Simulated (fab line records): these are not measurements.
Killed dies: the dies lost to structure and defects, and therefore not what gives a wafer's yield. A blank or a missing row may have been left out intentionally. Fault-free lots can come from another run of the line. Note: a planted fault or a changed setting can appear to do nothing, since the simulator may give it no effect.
Matching of chambers || flow nand_harc || 4 sister chambers for NHARC_A_STAIRCASE_ALD_415 on ald_hk-01
The step deposits SiO2, target thk 30 nm, pulse time 6 s, ald cycles 300. 4 wafers are shown with their chamber, then 9 later ones without.

== WAFERS PAIRED WITH THEIR CHAMBERS ==
{"wafer": "L079.4", "chamber": 2, "heater_power_outer_w (W)": 246}
{"wafer": "L081.6", "chamber": 1, "heater_power_outer_w (W)": 324}
{"wafer": "L087.4", "chamber": 0, "heater_power_outer_w (W)": 232}
{"wafer": "L087.5", "chamber": 3, "heater_power_outer_w (W)": 246}

== WAFERS WITH NO CHAMBER GIVEN ==
{"wafer": "L089.1", "heater_power_outer_w (W)": 259}
{"wafer": "L089.2", "heater_power_outer_w (W)": 249}
{"wafer": "L089.3", "heater_power_outer_w (W)": 321}
{"wafer": "L091.3", "heater_power_outer_w (W)": 247}
{"wafer": "L091.4", "heater_power_outer_w (W)": 235}
{"wafer": "L091.6", "heater_power_outer_w (W)": 324}
{"wafer": "L095.1", "heater_power_outer_w (W)": 229}
{"wafer": "L095.2", "heater_power_outer_w (W)": 312}
{"wafer": "L095.5", "heater_power_outer_w (W)": 315}

== WHICH CHAMBER EACH WENT THROUGH ==
{"wafer": "L089.1", "from the rows above": "can't be placed: 2 or 3", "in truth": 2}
{"wafer": "L089.2", "from the rows above": "can't be placed: 2 or 3", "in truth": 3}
{"wafer": "L089.3", "from the rows above": 1, "in truth": 1}
{"wafer": "L091.3", "from the rows above": "can't be placed: 2 or 3", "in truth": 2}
{"wafer": "L091.4", "from the rows above": "can't be placed: 0 or 2 or 3", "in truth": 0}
{"wafer": "L091.6", "from the rows above": 1, "in truth": 1}
{"wafer": "L095.1", "from the rows above": 0, "in truth": 0}
{"wafer": "L095.2", "from the rows above": 1, "in truth": 1}
{"wafer": "L095.5", "from the rows above": 1, "in truth": 1}
5 of 9 placed correctly. From these rows, 4 cannot be placed; in 4 the true chamber is one of the candidates. Wrongly placed: 0.
How it was worked out, from the rows above alone: a wafer's distance from a chamber is the root of the sum, over the readings, of the square of ((its reading less the chamber's mean) divided by the reading's scatter). The wafer belongs to the nearest chamber; if the next one is less than 2 further off, it can't be placed. For every chamber, the mean is computed from those of its wafers that are shown. The scatter: with one shown wafer a chamber, the root of the mean of the squares of how far each hidden wafer lies from its nearest shown one.
